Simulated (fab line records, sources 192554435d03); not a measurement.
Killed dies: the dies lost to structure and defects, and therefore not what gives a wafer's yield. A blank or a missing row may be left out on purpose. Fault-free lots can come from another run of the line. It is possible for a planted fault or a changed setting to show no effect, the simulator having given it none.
Split-lot study + flow n5_finfet + on a route of 1938 steps: 7 lots, 21 wafers read

== ON THE SPLIT ==
At N5_FIN_SAQP_DESCUM_21 (chemistry O2, time 7.9 s), the setting time_s was moved away from the recipe's 7.9 s on 8 of the 21 wafers read, by -10.3% to +20.8%. For the rest of the wafers, this setting stayed at what the recipe calls for.

There is no step in the file separating the split from the reading.

== THE READING ==
CAR-ArF_of_FIN_SAQP_COAT_10.thk_nm (the simulator's own value, which no gauge read), in nm, at N5_FIN_SAQP_ETCH_51 (etches SiARC in CF4, target depth 45.5 nm, time 75.8 s). No usual value for it is given in the file. Across the 13 wafers here that went through the recipe, the average is 50.99 nm and the standard deviation 0.26 nm.

| wafer  | tool, chamber at the split | time_s as run, s | against the recipe | CAR-ArF_of_FIN_SAQP_COAT_10.thk_nm, nm | against lot-mates on the recipe |
|--------|----------------------------|------------------|--------------------|----------------------------------------|---------------------------------|
| L076.1 | rie_diel-01, 1             | 8.781            | +11.2%             | 50.47                                  | -0.48                           |
| L076.2 | rie_diel-01, 2             | 8.781            | +11.2%             | 50.33                                  | -0.62                           |
| L076.4 | rie_diel-01, 3             | 7.9              | recipe             | 50.95                                  | -                               |
| L079.2 | rie_diel-01, 1             | 8.878            | +12.4%             | 50.18                                  | no lot-mate on the recipe       |
| L079.5 | rie_diel-01, 1             | 8.878            | +12.4%             | 49.94                                  | no lot-mate on the recipe       |
| L079.6 | rie_diel-01, 2             | 8.878            | +12.4%             | 50.12                                  | no lot-mate on the recipe       |
| L080.1 | rie_diel-06, 1             | 7.9              | recipe             | 51.42                                  | -                               |
| L080.4 | rie_diel-06, 0             | 7.9              | recipe             | 51.18                                  | -                               |
| L080.6 | rie_diel-06, 1             | 7.9              | recipe             | 51.4                                   | -                               |
| L092.4 | rie_diel-01, 1             | 7.9              | recipe             | 50.95                                  | -                               |
| L092.5 | rie_diel-01, 3             | 9.379            | +18.7%             | 49.95                                  | -0.88                           |
| L092.6 | rie_diel-01, 2             | 7.9              | recipe             | 50.72                                  | -                               |
| L093.2 | rie_diel-01, 3             | 7.9              | recipe             | 50.6                                   | -                               |
| L093.3 | rie_diel-01, 2             | 7.09             | -10.3%             | 51.18                                  | +0.45                           |
| L093.4 | rie_diel-01, 1             | 7.9              | recipe             | 50.87                                  | -                               |
| L094.4 | rie_diel-01, 3             | 7.9              | recipe             | 51.23                                  | -                               |
| L094.5 | rie_diel-01, 2             | 7.9              | recipe             | 51.2                                   | -                               |
| L094.6 | rie_diel-01, 3             | 7.9              | recipe             | 50.68                                  | -                               |
| L096.1 | rie_diel-06, 0             | 7.9              | recipe             | 50.86                                  | -                               |
| L096.2 | rie_diel-06, 1             | 7.9              | recipe             | 50.81                                  | -                               |
| L096.4 | rie_diel-06, 2             | 9.54             | +20.8%             | 49.7                                   | -1.13                           |

FIT RESULTS
A straight line over all 21 wafers: CAR-ArF_of_FIN_SAQP_COAT_10.thk_nm changes by -0.057 nm for each +1% of time_s; r = -0.88; the points scatter about the line by 0.25 nm.
The same after taking each lot's own level away (the mean of its wafers on the recipe; 18 wafers): -0.0499 nm for each +1%; r = -0.94; scatter 0.14 nm.
Per that fit: largest time_s move, reading shift of 1 nm.
The lots' own levels span 50.735 to 51.333 nm, that is 2.3 times the standard deviation above.
Hence the slope depends on the lot-to-lot level, as the two fits are not the same.
Check: -0.985 nm against its lot-mates is what the line predicts for one of the wafers moved furthest among these (+20.8%) when that wafer is left out of the fit. Against them it came out at -1.13 nm.

== OTHER SPLITS ON THESE WAFERS ==
These wafers also went through other splits before the reading. Each is held against what the fit with the lots' levels taken away leaves over:
| other split on the same wafers          | wafers away from the commonest value | r with CAR-ArF_of_FIN_SAQP_COAT_10.thk_nm (lot level and that fit taken away) |
|-----------------------------------------|--------------------------------------|-------------------------------------------------------------------------------|
| N5_ZERO_LAYER_PECVD_02 time_s           | 6                                    | +0.16                                                                         |
| N5_ZERO_LAYER_COAT_05 spin_rpm          | 3                                    | -0.09                                                                         |
| N5_ZERO_LAYER_EXPOSE_08 dose_mj         | 4                                    | -0.17                                                                         |
| N5_ZERO_LAYER_DEVELOP_10 develop_time_s | 4                                    | -0.03                                                                         |
| N5_FIN_SAQP_HM_DEP_72 time_s            | 10                                   | +0.04                                                                         |

== THE WHOLE CHAIN: every reading that the file lists as answering this split, in the file's order ==
| step                  | what it does                                           | reading                                                                             | change (the file's fit)                | r (the file's) |
|-----------------------|--------------------------------------------------------|-------------------------------------------------------------------------------------|----------------------------------------|----------------|
| N5_FIN_SAQP_DESCUM_21 | chemistry O2, time 7.9 s                               | CAR-ArF_of_FIN_SAQP_COAT_10.thk_nm (the simulator's own value, which no gauge read) | -0.0478 nm for each +1% of the setting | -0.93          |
| N5_FIN_SAQP_ETCH_51   | etches SiARC in CF4, target depth 45.5 nm, time 75.8 s | CAR-ArF_of_FIN_SAQP_COAT_10.thk_nm (the simulator's own value, which no gauge read) | -0.0503 nm for each +1% of the setting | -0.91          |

== THE FILE'S OWN FIT ==
CAR-ArF_of_FIN_SAQP_COAT_10.thk_nm changes by -0.0503 nm for each +1% of time_s, r = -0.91.
